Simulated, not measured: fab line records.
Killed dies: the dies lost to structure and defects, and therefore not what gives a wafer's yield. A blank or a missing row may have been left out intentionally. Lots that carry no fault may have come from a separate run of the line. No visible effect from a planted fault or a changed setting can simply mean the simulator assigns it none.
fab line records | flow nandHarc | part 2 of 2: steps 41 to 41 of 41
[record] lots = 6 wafers = 18 lastDay = 33
route steps=1302 shown THIN_TSV@1261 END@1301
lots untouched by any fault: they come from a run of this same line in which no faults occurred
startH: start of the lot's first displayed wafer, in hours after the record's first day | waitH: how many hours have passed since the lot's step before this one | " unchanged from the row above | L1.1+2: a single row standing in for several wafers | - either no value or no given start | * or withheld: withheld | < > ~ a bound
route shown NAME@n: names a module that has steps shown in the file, with the first one's number in the route | usual: mean and standard deviation over wafers with no fault | same: alike in all rows | chamber/n: place in a boat | sites: the reading at each site | _std_site: the values' standard deviation | _edge_site: inner sites' mean taken away from outer sites' mean | radiusMm: how far each site lies from the wafer's centre | mask NAME#n: copy n | behind: tool/chamber where the wafer was last shaped | hold: why the lot was held/for how many hours/how that ended | device: the transistor (n, p or np) that didn't switch | end of line: the same wafers' tests at the end of the route | a step with no rows: only its recipe | killed: not the wafer's yield, but the dies lost to structure and defects at the first sort | map: shows each die of a wafer: x if killed, . if not, _ if none is there
set.NAME: the setting the step ran with; set.NAME@STEP: the setting that earlier step ran with | model.NAME: the simulator's own value behind a step, which no gauge read
lots seen at some steps along the route; tables by step, rows by wafer
services: from which hour (startH, from the record's first day; less than 0 if before it) a tool's chamber was out of use, for how many hours, and why
[[steps]]
[step NHARC_END_SORT_01]
[recipe] tempC = 25
[usual] defectLimitedYield = 91.6/2.5 killedAtArray = 52/18 killedAtOther = 1.2/1.5 killedAtPeriphery = 4/3.2 killedDies = 57/17 killedOpen = 3.1/1.9 killedShort = 2.5/1.7 sort_bin_2_pct = 3.0/1.1 sort_bin_3_pct = 0.6/0.36 sort_bin_4_pct = 4.9/1.5 sortNPass = 620/17 sortRimYieldPct = 91/3.8 sortYieldPct = 91.6/2.5
[same] grossDies = 677 sort_bin_5_pct[%] = 0 sort_bin_6_pct[%] = 0 sort_bin_7_pct[%] = 0 sort_bin_8_pct[%] = 0 sortRimNGross = 106.00
// columns lot.wafer tool chamber startH waitH defectLimitedYield[%] killedAtArray killedAtOther killedAtPeriphery killedDies killedOpen killedShort sort_bin_2_pct[%] sort_bin_3_pct[%] sort_bin_4_pct[%] sortNPass sortRimYieldPct[%] sortYieldPct[%]
L857.3 prober-01 0 648.98 3.1 86.9 88 1 0 89 1 4 4.6 1.2 7.4 588 92 86.9
L857.5 prober-01 0 650.61 3.8 89.1 74 0 0 74 1 3 3.2 1.0 6.6 603 94 89.1
L857.6 prober-01 0 651.43 4.1 90.5 62 2 0 64 2 2 4.4 0.4 4.6 613 88 90.5
L868.2 prober-01 0 715.94 2.8 0 57 619 1 677 2 4 94.2 0.7 5.0 0 0 0
L868.4 prober-01 0 717.53 3.4 94.5 34 0 3 37 4 1 1.3 0.6 3.5 640 91 94.5
L868.6 prober-01 0 719.12 4.0 94.5 35 0 2 37 1 1 2.2 0.4 2.8 640 90 94.5
L867.1 prober-02 0 727.10 2.5 92.3 48 4 0 52 2 1 2.1 0.7 4.9 625 99 92.3
L867.2 prober-02 0 727.90 2.8 91.0 58 2 1 61 3 4 3.2 0.6 5.2 616 94 91.0
L867.5 prober-02 0 730.29 3.7 0 52 622 3 677 7 4 95.1 0.1 4.7 0 0 0
L873.1 prober-01 0 785.32 2.5 94.4 31 4 3 38 4 1 2.1 0.3 3.2 639 94 94.4
L873.4 prober-01 0 787.76 3.5 96.0 19 2 6 27 2 2 1.3 0 2.7 650 93 96.0
L873.6 prober-01 0 789.39 4.1 94.4 27 7 4 38 4 4 1.9 0.3 3.4 639 92 94.4
L872.1 prober-01 0 793.15 2.5 90.1 64 2 1 67 6 1 3.5 0.9 5.5 610 94 90.1
L872.2 prober-01 0 793.94 2.8 91.1 55 1 4 60 2 3 3.0 0.3 5.6 617 92 91.1
L872.3 prober-01 0 794.73 3.1 89.5 67 2 2 71 5 3 3.7 0.4 6.4 606 92 89.5
// killed by level:class
L857.3 A_CHANNEL_HOLE_D1:chamberFilmFlake=34 A_SLIT:chamberFilmFlake=34 A_CHANNEL_HOLE_D2:chamberFilmFlake=7 A_CONTACT:chamberFilmFlake=4 A_STAIRCASE:chamberFilmFlake=2 A_CHANNEL_FILL_D1:geometricParticle:short=1 A_CHANNEL_FILL_D1:geometricParticle:open=1 A_DECK1_JOINT:geometricParticle:short=1
L857.5 A_SLIT:chamberFilmFlake=29 A_CHANNEL_HOLE_D1:chamberFilmFlake=26 A_CHANNEL_HOLE_D2:chamberFilmFlake=9 A_STAIRCASE:chamberFilmFlake=3 A_CONTACT:chamberFilmFlake=2 A_CHANNEL_HOLE_D1:geometricParticle:open=1 A_CHANNEL_HOLE_D1:geometricParticle:short=1 A_CHANNEL_FILL_D1:geometricParticle:short=1
L857.6 A_CHANNEL_HOLE_D1:chamberFilmFlake=20 A_SLIT:chamberFilmFlake=18 A_CHANNEL_HOLE_D2:chamberFilmFlake=10 A_STAIRCASE:chamberFilmFlake=4 A_WL_FILL:chamberFilmFlake=3 A_CONTACT:chamberFilmFlake=2 THIN_TSV:chamberFilmFlake=2 A_ONON_D2:geometricParticle:open=1
L868.2 THIN_TSV:areaPvd=618 A_CHANNEL_HOLE_D1:chamberFilmFlake=40 A_SLIT:chamberFilmFlake=4 A_STAIRCASE:chamberFilmFlake=3 A_CHANNEL_FILL_D1:chamberFilmFlake=2 A_CHANNEL_FILL_D1:geometricParticle:short=1 A_ONON_D2:geometricParticle:short=1 A_CHANNEL_FILL_D2:geometricParticle:short=1
L868.4 A_CHANNEL_HOLE_D1:chamberFilmFlake=16 A_STAIRCASE:chamberFilmFlake=5 A_SLIT:chamberFilmFlake=3 A_BLC:chamberFilmFlake=3 A_CONTACT:chamberFilmFlake=2 P_CONTACT:geometricParticle:short=1 P_M0:geometricParticle:open=1 A_DECK1_JOINT:geometricParticle:open=1
L868.6 A_CHANNEL_HOLE_D1:chamberFilmFlake=18 A_STAIRCASE:chamberFilmFlake=5 A_SLIT:chamberFilmFlake=5 A_CHANNEL_FILL_D1:chamberFilmFlake=3 P_M0:geometricParticle:open=1 A_SLIT:geometricParticle:short=1 P_GATE:chamberFilmFlake=1 A_DECK1_JOINT:chamberFilmFlake=1
L867.1 A_SLIT:chamberFilmFlake=34 A_CHANNEL_HOLE_D1:chamberFilmFlake=6 THIN_TSV:chamberFilmFlake=4 A_CONTACT:chamberFilmFlake=3 A_DECK1_JOINT:geometricParticle:open=1 A_ONON_D2:geometricParticle:short=1 A_CHANNEL_FILL_D2:geometricParticle:open=1 A_CHANNEL_FILL_D2:chamberFilmFlake=1
L867.2 A_SLIT:chamberFilmFlake=30 A_CHANNEL_HOLE_D1:chamberFilmFlake=14 A_STAIRCASE:chamberFilmFlake=4 A_CONTACT:chamberFilmFlake=3 THIN_TSV:chamberFilmFlake=2 A_ONON_D1:geometricParticle:short=1 A_CHANNEL_FILL_D1:geometricParticle:short=1 A_ONON_D2:geometricParticle:short=1
L867.5 THIN_TSV:areaPvd=620 A_SLIT:chamberFilmFlake=28 A_CHANNEL_HOLE_D1:chamberFilmFlake=7 A_STAIRCASE:chamberFilmFlake=3 A_CHANNEL_FILL_D1:geometricParticle:open=2 A_DECK1_JOINT:geometricParticle:open=2 A_CHANNEL_FILL_D2:chamberFilmFlake=2 THIN_TSV:chamberFilmFlake=2
L873.1 A_SLIT:chamberFilmFlake=19 A_CONTACT:chamberFilmFlake=5 THIN_TSV:chamberFilmFlake=4 P_M1:chamberFilmFlake=2 A_DECK1_JOINT:geometricParticle:open=1 A_DECK1_JOINT:geometricParticle:short=1 A_ONON_D2:geometricParticle:open=1 A_CONTACT:geometricParticle:open=1
L873.4 A_CONTACT:chamberFilmFlake=8 P_M1:chamberFilmFlake=4 A_SLIT:chamberFilmFlake=3 A_CHANNEL_HOLE_D2:chamberFilmFlake=2 A_STAIRCASE:chamberFilmFlake=2 THIN_TSV:chamberFilmFlake=2 P_CONTACT:geometricParticle:short=1 A_CHANNEL_FILL_D1:geometricParticle:short=1
L873.6 A_SLIT:chamberFilmFlake=12 THIN_TSV:chamberFilmFlake=7 P_M1:chamberFilmFlake=3 A_CONTACT:chamberFilmFlake=3 A_CHANNEL_FILL_D1:geometricParticle:short=2 A_DECK1_JOINT:chamberFilmFlake=2 A_STAIRCASE:chamberFilmFlake=2 P_CONTACT:geometricParticle:short=1
L872.1 A_CHANNEL_HOLE_D2:chamberFilmFlake=27 A_CHANNEL_HOLE_D1:chamberFilmFlake=14 A_SLIT:chamberFilmFlake=10 A_ZERO_WELL:chamberFilmFlake=2 A_CONTACT:chamberFilmFlake=2 THIN_TSV:chamberFilmFlake=2 P_M0:geometricParticle:open=1 A_ONON_D1:geometricParticle:open=1
L872.2 A_CHANNEL_HOLE_D2:chamberFilmFlake=23 A_CHANNEL_HOLE_D1:chamberFilmFlake=17 A_SLIT:chamberFilmFlake=6 A_ONON_D2:geometricParticle:short=2 A_CONTACT:geometricParticle:open=2 P_ZERO_WELL:chamberFilmFlake=2 A_WL_FILL:chamberFilmFlake=2 P_M2:geometricParticle:short=1
L872.3 A_CHANNEL_HOLE_D2:chamberFilmFlake=25 A_CHANNEL_HOLE_D1:chamberFilmFlake=23 A_SLIT:chamberFilmFlake=4 A_CONTACT:chamberFilmFlake=3 A_CHANNEL_FILL_D2:geometricParticle:open=2 A_ZERO_WELL:chamberFilmFlake=2 A_STAIRCASE:chamberFilmFlake=2 THIN_TSV:chamberFilmFlake=2
// map L867.5 (x killed, . not)
____________x____________
_________xxxxxxx_________
_______xxxxxxxxxxx_______
______xxxxxxxxxxxxx______
_____xxxxxxxxxxxxxxx_____
____xxxxxxxxxxxxxxxxx____
____xxxxxxxxxxxxxxxxx____
___xxxxxxxxxxxxxxxxxxx___
___xxxxxxxxxxxxxxxxxxx___
__xxxxxxxxxxxxxxxxxxxxx__
__xxxxxxxxxxxxxxxxxxxxx__
_xxxxxxxxxxxxxxxxxxxxxxx_
_xxxxxxxxxxxxxxxxxxxxxxx_
_xxxxxxxxxxxxxxxxxxxxxxx_
_xxxxxxxxxxxxxxxxxxxxxxx_
_xxxxxxxxxxxxxxxxxxxxxxx_
xxxxxxxxxxxxxxxxxxxxxxxxx
xxxxxxxxxxxxxxxxxxxxxxxxx
xxxxxxxxxxxxxxxxxxxxxxxxx
xxxxxxxxxxxxxxxxxxxxxxxxx
xxxxxxxxxxxxxxxxxxxxxxxxx
_xxxxxxxxxxxxxxxxxxxxxxx_
_xxxxxxxxxxxxxxxxxxxxxxx_
_xxxxxxxxxxxxxxxxxxxxxxx_
_xxxxxxxxxxxxxxxxxxxxxxx_
_xxxxxxxxxxxxxxxxxxxxxxx_
__xxxxxxxxxxxxxxxxxxxxx__
__xxxxxxxxxxxxxxxxxxxxx__
___xxxxxxxxxxxxxxxxxxx___
___xxxxxxxxxxxxxxxxxxx___
____xxxxxxxxxxxxxxxxx____
____xxxxxxxxxxxxxxxxx____
_____xxxxxxxxxxxxxxx_____
______xxxxxxxxxxxxx______
_______xxxxxxxxxxx_______
_________xxxxxxx_________
____________x____________
// map L868.2 (x killed, . not)
____________x____________
_________xxxxxxx_________
_______xxxxxxxxxxx_______
______xxxxxxxxxxxxx______
_____xxxxxxxxxxxxxxx_____
____xxxxxxxxxxxxxxxxx____
____xxxxxxxxxxxxxxxxx____
___xxxxxxxxxxxxxxxxxxx___
___xxxxxxxxxxxxxxxxxxx___
__xxxxxxxxxxxxxxxxxxxxx__
__xxxxxxxxxxxxxxxxxxxxx__
_xxxxxxxxxxxxxxxxxxxxxxx_
_xxxxxxxxxxxxxxxxxxxxxxx_
_xxxxxxxxxxxxxxxxxxxxxxx_
_xxxxxxxxxxxxxxxxxxxxxxx_
_xxxxxxxxxxxxxxxxxxxxxxx_
xxxxxxxxxxxxxxxxxxxxxxxxx
xxxxxxxxxxxxxxxxxxxxxxxxx
xxxxxxxxxxxxxxxxxxxxxxxxx
xxxxxxxxxxxxxxxxxxxxxxxxx
xxxxxxxxxxxxxxxxxxxxxxxxx
_xxxxxxxxxxxxxxxxxxxxxxx_
_xxxxxxxxxxxxxxxxxxxxxxx_
_xxxxxxxxxxxxxxxxxxxxxxx_
_xxxxxxxxxxxxxxxxxxxxxxx_
_xxxxxxxxxxxxxxxxxxxxxxx_
__xxxxxxxxxxxxxxxxxxxxx__
__xxxxxxxxxxxxxxxxxxxxx__
___xxxxxxxxxxxxxxxxxxx___
___xxxxxxxxxxxxxxxxxxx___
____xxxxxxxxxxxxxxxxx____
____xxxxxxxxxxxxxxxxx____
_____xxxxxxxxxxxxxxx_____
______xxxxxxxxxxxxx______
_______xxxxxxxxxxx_______
_________xxxxxxx_________
____________x____________
[[services]]
// columns tool chamber startH hours kind
pecvd-02 0 597.24 11.9 repair
pvdSputter-01 - 626.25 14.6 repair
pecvd-04 - 631.00 13.0 pm
rieMetal-02 - 631.00 9.0 pm
pvdSputter-03 - 636.28 0.8 repair
pvdSputter-02 - 638.00 10.0 pm
plasmaAsher-02 - 638.71 9.0 pm
pecvd-01 - 674.73 13.0 pm
pecvd-01 0 674.73 13.0 ventCycle
pecvd-01 1 674.73 13.0 ventCycle
pecvd-01 2 674.73 13.0 ventCycle
pecvd-01 0 687.73 - clean
rieMetal-03 - 696.00 9.0 pm
plasmaAsher-01 - 696.89 9.0 pm
pvdSputter-03 - 705.66 10.0 pm
rtpAnneal-02 - 744.00 12.0 pm
rieMetal-01 - 752.06 9.0 pm
rieMetal-02 - 759.78 1.8 repair
pvdSputter-01 - 760.00 10.0 pm
pvdSputter-03 - 762.49 6.0 repair
plasmaAsher-02 - 764.74 0.6 repair
pvdSputter-02 - 765.53 5.5 repair
pecvd-02 - 770.35 13.0 pm
plasmaAsher-01 - 773.01 5.7 repair
[[key]]
[firstSign] step = NHARC_END_SORT_01 reading = killedAtOther direction = up sigmas = 99+ usual = 1.2 struck = 620.5
[effect] step = NHARC_END_SORT_01 reading = sort_bin_2_pct direction = up sigmas = 85 usual = 3.0 struck = 94.7
[moreKillsBornAt] NHARC_THIN_TSV_PVD_51@pvdSputter-02 = 1238
metAt NHARC_THIN_TSV_PVD_51
struckWafers L867.5,L868.2
laterRowsLeftOut L867.5,L868.2
[fault] kind = processParameterDrift tool = pvdSputter-02 chamber = - onsetH = 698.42 steps = NHARC_THIN_TSV_PVD_51 channel = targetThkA offset = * shape = step endH = 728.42 actsIn = * stated = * scope = struckWafersOnly
// laterRowsLeftOut: the simulator's readings of these wafers behind a module that went badly wrong aren't trusted and aren't shown, but for the sort
